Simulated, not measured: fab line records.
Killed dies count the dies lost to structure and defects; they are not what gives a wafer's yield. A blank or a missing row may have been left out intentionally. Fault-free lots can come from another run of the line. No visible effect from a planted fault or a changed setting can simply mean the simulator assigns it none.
Matching of chambers    flow nand-harc    NHARC_A_M0_CMP_23 on cmp-04: 4 sister chambers
The step polishes, t overpolish 20 s, target thk 113.75 nm. 14 wafers are shown with their chamber, then 7 later ones without.

== WAFERS PAIRED WITH THEIR CHAMBERS ==
wafer   chamber  motor-current-A (A)  time-to-endpoint-s (s)
L623.1  0        12.6                 26.0
L623.3  3        10.9                 31.4
L623.4  2        10.9                 24.6
L626.1  2        10.8                 27.7
L626.2  1        11.7                 26.7
L626.6  1        10.9                 28.9
L627.1  1        11.2                 28.2
L627.2  0        12.4                 30.6
L627.3  3        11.2                 30.7
L633.1  0        12.8                 28.0
L633.4  2        10.4                 27.5
L633.6  2        10.9                 40.3
L642.1  0        13.0                 28.5
L642.3  1        11.9                 30.5

SIGNATURES (means of the wafers above)
reading             chamber 0  chamber 1  chamber 2  chamber 3  scatter within a chamber
motor-current-A     12.700     11.425     10.750     11.050     0.323
time-to-endpoint-s  28.275     28.575     30.025     31.050     4.06
Rule: a wafer lies at a distance from a chamber equal to the root of the sum of squares, over the readings, of (its reading less the chamber's mean, divided by the reading's scatter). The wafer belongs to the nearest chamber; if the next one is less than 2 further off, it can't be placed. The scatter is the square root of a quotient: the sum, over the shown wafers, of each reading's squared deviation from its chamber's mean, divided by wafers minus chambers.

== WAFERS WITH NO CHAMBER GIVEN ==
wafer   motor-current-A (A)  time-to-endpoint-s (s)
L642.5  10.9                 31.1
L641.1  10.8                 25.9
L641.4  10.9                 32.6
L641.6  11.4                 32.5
L644.1  11.2                 27.5
L644.4  10.8                 23.3
L644.6  12.3                 28.5

== THE CHAMBER EACH PASSED THROUGH ==
wafer   from the rows above           in truth
L642.5  can't be placed: 3 or 2 or 1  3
L641.1  can't be placed: 2 or 3 or 1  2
L641.4  can't be placed: 3 or 2 or 1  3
L641.6  can't be placed: 1 or 3 or 2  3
L644.1  can't be placed: 1 or 3 or 2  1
L644.4  can't be placed: 2 or 3 or 1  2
L644.6  can't be placed: 0 or 1       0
Correctly placed: 0 of 7. From these rows, 7 cannot be placed; in 7 the true chamber is one of the candidates. Number placed wrongly: 0.
